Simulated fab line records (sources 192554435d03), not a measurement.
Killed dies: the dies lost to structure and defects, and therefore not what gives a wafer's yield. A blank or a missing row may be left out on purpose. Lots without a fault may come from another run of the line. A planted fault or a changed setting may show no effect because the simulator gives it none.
What tool caused it? :: flow n5_finfet :: Sampling: 10 lots, 29 wafers, 4 of 1938 route steps

## WHAT THE GAUGES SHOWED, per wafer
The record lacks any reading of a measuring or inspecting step that a usual standard deviation could be used to judge.

## TOOL THAT RAN EACH LOT (tool first, then ch and the chambers of the sampled wafers, then the start)
lot: L686
N5_BEOL_M10_DESCUM_33: rie_diel-02 ch 0,3, day 10 08:04
N5_BEOL_M10_STRIP_77: rie_diel-02 ch 0,3, day 10 09:26 or earlier
N5_BEOL_M10_ALD_74: ald_metal-04 ch 1,2, day 10 09:26
N5_BEOL_M10_CMP_52: cmp-01 ch 0,1,3, day 10 10:52

lot: L684
N5_BEOL_M10_DESCUM_33: rie_diel-04 ch 2,3, day 10 08:14
N5_BEOL_M10_STRIP_77: rie_diel-04 ch 2,3, day 10 10:03 or earlier
N5_BEOL_M10_ALD_74: ald_metal-04 ch 1,2,3, day 10 10:03
N5_BEOL_M10_CMP_52: cmp-03 ch 0,2, day 10 11:07

lot: L687
N5_BEOL_M10_DESCUM_33: rie_diel-06 ch 1,3, day 11 10:38
N5_BEOL_M10_STRIP_77: rie_diel-06 ch 1,3, day 11 11:52 or earlier
N5_BEOL_M10_ALD_74: ald_metal-04 ch 2,3, day 11 11:52
N5_BEOL_M10_CMP_52: cmp-03 ch 1,2,3, day 11 13:05

lot: L690
N5_BEOL_M10_DESCUM_33: rie_diel-02 ch 1,2, day 11 17:39
N5_BEOL_M10_STRIP_77: rie_diel-02 ch 1,2, day 11 18:56 or earlier
N5_BEOL_M10_ALD_74: ald_metal-04 ch 2,3, day 11 18:56
N5_BEOL_M10_CMP_52: cmp-03 ch 0,1,2, day 11 20:35

lot: L692
N5_BEOL_M10_DESCUM_33: rie_diel-06 ch 1,2,3, day 11 21:50
N5_BEOL_M10_STRIP_77: rie_diel-06 ch 1,2,3, day 11 23:31 or earlier
N5_BEOL_M10_ALD_74: ald_metal-04 ch 0,2,3, day 11 23:31
N5_BEOL_M10_CMP_52: cmp-03 ch 0,2,3, day 12 01:13

lot: L693
N5_BEOL_M10_DESCUM_33: rie_diel-04 ch 0,3, day 12 07:49
N5_BEOL_M10_STRIP_77: rie_diel-04 ch 0,3, day 12 09:10 or earlier
N5_BEOL_M10_ALD_74: ald_metal-04 ch 1,2,3, day 12 09:10
N5_BEOL_M10_CMP_52: cmp-03 ch 0,1,3, day 12 10:30

lot: L694
N5_BEOL_M10_DESCUM_33: rie_diel-06 ch 0,1, day 12 16:27
N5_BEOL_M10_STRIP_77: rie_diel-06 ch 0,1, day 12 17:53 or earlier
N5_BEOL_M10_ALD_74: ald_metal-02 ch 0,1,2, day 12 17:53
N5_BEOL_M10_CMP_52: cmp-04 ch 1,3, day 12 19:24

lot: L700
N5_BEOL_M10_DESCUM_33: rie_diel-04 ch 1,2, day 13 23:44
N5_BEOL_M10_STRIP_77: rie_diel-04 ch 1,2, day 14 00:52 or earlier
N5_BEOL_M10_ALD_74: ald_metal-03 ch 1,2, day 14 00:52
N5_BEOL_M10_CMP_52: cmp-03 ch 0,2, day 14 02:00

lot: L704
N5_BEOL_M10_DESCUM_33: rie_diel-04 ch 0,1,2, day 15 01:34
N5_BEOL_M10_STRIP_77: rie_diel-04 ch 0,1,2, day 15 03:10 or earlier
N5_BEOL_M10_ALD_74: ald_metal-03 ch 0,2,3, day 15 03:10
N5_BEOL_M10_CMP_52: cmp-04 ch 0,1,3, day 15 04:36

lot: L706
N5_BEOL_M10_DESCUM_33: rie_diel-06 ch 2,3, day 15 18:54
N5_BEOL_M10_STRIP_77: rie_diel-06 ch 2,3, day 15 20:35 or earlier
N5_BEOL_M10_ALD_74: ald_metal-03 ch 0,2,3, day 15 20:35
N5_BEOL_M10_CMP_52: cmp-01 ch 0,1,2, day 15 21:59
- N5_BEOL_M10_DESCUM_33: chemistry O2, time 7.9 s.
- N5_BEOL_M10_STRIP_77: strips in N2/H2, time 10 s.
- N5_BEOL_M10_ALD_74: deposits TaN, target thk 2 nm, pulse time 2 s, purge time 3 s.
- N5_BEOL_M10_CMP_52: polishes, stops on SiCOH lowk, t overpolish 7 s, target thk 140 nm.

## WHAT THE TOOLS THEMSELVES READ (means of the sampled wafers that have a number; where no wafer has one, the mark that the record gives instead)
N5_BEOL_M10_DESCUM_33. Usual: drypump_motor_current_A 5.9 A, standard deviation 0.53; oes_product_au 0.80 a.u., standard deviation 0.074; rf_vpp_V 242.9 V, standard deviation 1.5; showerhead_plenum_p_Torr 2.08 Torr, standard deviation 0.068; throttle_valve_pct 20.44 %, standard deviation 0.23.
lot: L686
tool: rie_diel-02
drypump_motor_current_A (A): 5.1
oes_product_au (a.u.): 0.73
rf_vpp_V (V): 242.4
showerhead_plenum_p_Torr (Torr): 2.06
throttle_valve_pct (%): 20.61
flag: 

lot: L684
tool: rie_diel-04
drypump_motor_current_A (A): 5.9
oes_product_au (a.u.): 0.82
rf_vpp_V (V): 243.9
showerhead_plenum_p_Torr (Torr): 2.15
throttle_valve_pct (%): 20.40
flag: 

lot: L687
tool: rie_diel-06
drypump_motor_current_A (A): 5.2
oes_product_au (a.u.): 0.76
rf_vpp_V (V): 244.3
showerhead_plenum_p_Torr (Torr): 2.13
throttle_valve_pct (%): 20.65
flag: 

lot: L690
tool: rie_diel-02
drypump_motor_current_A (A): 5.8
oes_product_au (a.u.): 0.72
rf_vpp_V (V): 244.0
showerhead_plenum_p_Torr (Torr): 2.13
throttle_valve_pct (%): 20.64
flag: 

lot: L692
tool: rie_diel-06
drypump_motor_current_A (A): 5.5
oes_product_au (a.u.): 0.73
rf_vpp_V (V): 242.9
showerhead_plenum_p_Torr (Torr): 2.09
throttle_valve_pct (%): 20.58
flag: 

lot: L693
tool: rie_diel-04
drypump_motor_current_A (A): 6.3
oes_product_au (a.u.): 0.87
rf_vpp_V (V): 243.1
showerhead_plenum_p_Torr (Torr): 2.11
throttle_valve_pct (%): 20.35
flag: 

lot: L694
tool: rie_diel-06
drypump_motor_current_A (A): 6.4
oes_product_au (a.u.): 0.74
rf_vpp_V (V): 242.2
showerhead_plenum_p_Torr (Torr): 2.06
throttle_valve_pct (%): 20.36
flag: 

lot: L700
tool: rie_diel-04
drypump_motor_current_A (A): 5.9
oes_product_au (a.u.): 0.81
rf_vpp_V (V): 243.5
showerhead_plenum_p_Torr (Torr): 2.03
throttle_valve_pct (%): 20.48
flag: 

lot: L704
tool: rie_diel-04
drypump_motor_current_A (A): 6.1
oes_product_au (a.u.): 0.83
rf_vpp_V (V): 242.5
showerhead_plenum_p_Torr (Torr): 2.03
throttle_valve_pct (%): 20.45
flag: 

lot: L706
tool: rie_diel-06
drypump_motor_current_A (A): 5.6
oes_product_au (a.u.): 0.71
rf_vpp_V (V): 242.3
showerhead_plenum_p_Torr (Torr): 2.02
throttle_valve_pct (%): 20.44
flag: 

N5_BEOL_M10_STRIP_77. Usual: drypump_motor_current_A 5.9 A, standard deviation 0.53; h2_flow_sccm 200.0 sccm, standard deviation 0.51; oes_product_au 0.80 a.u., standard deviation 0.073; rf_vpp_V 59.1 V, standard deviation 0.85; showerhead_plenum_p_Torr 2.52 Torr, standard deviation 0.082; throttle_valve_pct 23.7 %, standard deviation 0.3.
lot: L686
tool: rie_diel-02
drypump_motor_current_A (A): 5.2
h2_flow_sccm (sccm): 200.4
oes_product_au (a.u.): 0.73
rf_vpp_V (V): 58.1
showerhead_plenum_p_Torr (Torr): 2.50
throttle_valve_pct (%): 24.1
flag: 

lot: L684
tool: rie_diel-04
drypump_motor_current_A (A): 5.9
h2_flow_sccm (sccm): 199.5
oes_product_au (a.u.): 0.82
rf_vpp_V (V): 59.6
showerhead_plenum_p_Torr (Torr): 2.61
throttle_valve_pct (%): 23.7
flag: 

lot: L687
tool: rie_diel-06
drypump_motor_current_A (A): 5.2
h2_flow_sccm (sccm): 200.3
oes_product_au (a.u.): 0.76
rf_vpp_V (V): 59.0
showerhead_plenum_p_Torr (Torr): 2.59
throttle_valve_pct (%): 24.1
flag: 

lot: L690
tool: rie_diel-02
drypump_motor_current_A (A): 5.8
h2_flow_sccm (sccm): 199.7
oes_product_au (a.u.): 0.73
rf_vpp_V (V): 59.5
showerhead_plenum_p_Torr (Torr): 2.60
throttle_valve_pct (%): 23.9
flag: 

lot: L692
tool: rie_diel-06
drypump_motor_current_A (A): 5.5
h2_flow_sccm (sccm): 199.8
oes_product_au (a.u.): 0.73
rf_vpp_V (V): 59.4
showerhead_plenum_p_Torr (Torr): 2.54
throttle_valve_pct (%): 23.9
flag: 

lot: L693
tool: rie_diel-04
drypump_motor_current_A (A): 6.4
h2_flow_sccm (sccm): 200.2
oes_product_au (a.u.): 0.88
rf_vpp_V (V): 59.8
showerhead_plenum_p_Torr (Torr): 2.54
throttle_valve_pct (%): 23.4
flag: 

lot: L694
tool: rie_diel-06
drypump_motor_current_A (A): 6.5
h2_flow_sccm (sccm): 199.8
oes_product_au (a.u.): 0.74
rf_vpp_V (V): 58.4
showerhead_plenum_p_Torr (Torr): 2.51
throttle_valve_pct (%): 23.6
flag: 

lot: L700
tool: rie_diel-04
drypump_motor_current_A (A): 6.0
h2_flow_sccm (sccm): 199.3
oes_product_au (a.u.): 0.81
rf_vpp_V (V): 58.9
showerhead_plenum_p_Torr (Torr): 2.46
throttle_valve_pct (%): 23.8
flag: 

lot: L704
tool: rie_diel-04
drypump_motor_current_A (A): 6.1
h2_flow_sccm (sccm): 200.5
oes_product_au (a.u.): 0.83
rf_vpp_V (V): 59.2
showerhead_plenum_p_Torr (Torr): 2.46
throttle_valve_pct (%): 23.6
flag: 

lot: L706
tool: rie_diel-06
drypump_motor_current_A (A): 5.6
h2_flow_sccm (sccm): 200.1
oes_product_au (a.u.): 0.70
rf_vpp_V (V): 58.9
showerhead_plenum_p_Torr (Torr): 2.45
throttle_valve_pct (%): 23.6
flag: 

N5_BEOL_M10_ALD_74. Usual: heater_power_w at 433 W, with a standard deviation of 53.
lot: L686
tool: ald_metal-04
heater_power_w (W): 492
flag: 

lot: L684
tool: ald_metal-04
heater_power_w (W): 493
flag: 

lot: L687
tool: ald_metal-04
heater_power_w (W): 491
flag: 

lot: L690
tool: ald_metal-04
heater_power_w (W): 494
flag: 

lot: L692
tool: ald_metal-04
heater_power_w (W): 464
flag: 

lot: L693
tool: ald_metal-04
heater_power_w (W): 495
flag: 

lot: L694
tool: ald_metal-02
heater_power_w (W): 446
flag: 

lot: L700
tool: ald_metal-03
heater_power_w (W): 431
flag: 

lot: L704
tool: ald_metal-03
heater_power_w (W): 371
flag: 

lot: L706
tool: ald_metal-03
heater_power_w (W): 369
flag: 

N5_BEOL_M10_CMP_52. Usual: barrier_field_endpoint_s 28.9 s, standard deviation 0.67; motor_current_A 6.2 A, standard deviation 0.67; overpolish_run_s 6.999 s, standard deviation 0.0089; time_to_endpoint_s 66.3 s, standard deviation 2.6.
lot: L686
tool: cmp-01
barrier_field_endpoint_s (s): 28.9
motor_current_A (A): 5.9
overpolish_run_s (s): 6.998
time_to_endpoint_s (s): 66.3
flag: 

lot: L684
tool: cmp-03
barrier_field_endpoint_s (s): 28.7
motor_current_A (A): 5.7
overpolish_run_s (s): 6.996
time_to_endpoint_s (s): 64.7
flag: 

lot: L687
tool: cmp-03
barrier_field_endpoint_s (s): 28.5
motor_current_A (A): 6.2
overpolish_run_s (s): 7.004
time_to_endpoint_s (s): 66.8
flag: 

lot: L690
tool: cmp-03
barrier_field_endpoint_s (s): 29.5
motor_current_A (A): 5.8
overpolish_run_s (s): 7.009
time_to_endpoint_s (s): 67.1
flag: 

lot: L692
tool: cmp-03
barrier_field_endpoint_s (s): 29.9
motor_current_A (A): 5.9
overpolish_run_s (s): 7.000
time_to_endpoint_s (s): 71.5
flag: 

lot: L693
tool: cmp-03
barrier_field_endpoint_s (s): 28.9
motor_current_A (A): 6.0
overpolish_run_s (s): 7.002
time_to_endpoint_s (s): 67.0
flag: 

lot: L694
tool: cmp-04
barrier_field_endpoint_s (s): 27.3
motor_current_A (A): 7.3
overpolish_run_s (s): 6.995
time_to_endpoint_s (s): 62.1
flag: 

lot: L700
tool: cmp-03
barrier_field_endpoint_s (s): 23.3
motor_current_A (A): 5.5
overpolish_run_s (s): 7.000
time_to_endpoint_s (s): 52.5
flag: OFF

lot: L704
tool: cmp-04
barrier_field_endpoint_s (s): 29.1
motor_current_A (A): 6.4
overpolish_run_s (s): 6.992
time_to_endpoint_s (s): 68.0
flag: 

lot: L706
tool: cmp-01
barrier_field_endpoint_s (s): 28.4
motor_current_A (A): 5.8
overpolish_run_s (s): 6.995
time_to_endpoint_s (s): 66.0
flag: 

## THE ANSWER, worked out from the rows above alone
Rule: take the mean of a lot's wafers that have a number; if it is more than 3 standard deviations from the usual mean, the lot is off. A lot without any number at a reading at which 4 lots or more have one is off too. Where the step has rows for the other lots, those lots are counted as sound. The gauges are gone through in route order, then the tools' own readings, and for those a lot's mean is taken as printed above. At the first step where some lot is off, the reading lying furthest off is the one used; lots without a number count as furthest.
Off at N5_BEOL_M10_CMP_52 (barrier_field_endpoint_s): L700.
A tool fits if, at that step or a process step before it, it ran every lot that is off, and no sound lot after the first of them. With no start given for some of its lots, N5_BEOL_M10_STRIP_77 uses the hours and lot order of N5_BEOL_M10_ALD_74. One fits: cmp-03 at N5_BEOL_M10_CMP_52. A fault onset in the window from L693 (day 12 10:30, its last sound lot) to L700 (day 14 02:00, its first lot off) fits.
The tool's own readings at N5_BEOL_M10_CMP_52 bear it out: on the lots that are off they differ by more than 5 times the standard deviation of the sound lots' means. barrier_field_endpoint_s reads 23.3 s there against 28.8 s on the sound lots; time_to_endpoint_s reads 52.5 s there against 66.6 s on the sound lots.

## WHAT HAD BEEN PUT IN BY THE SIMULATOR
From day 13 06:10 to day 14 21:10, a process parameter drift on cmp-03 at N5_BEOL_M10_CMP_52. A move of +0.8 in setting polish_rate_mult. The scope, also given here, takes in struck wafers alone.
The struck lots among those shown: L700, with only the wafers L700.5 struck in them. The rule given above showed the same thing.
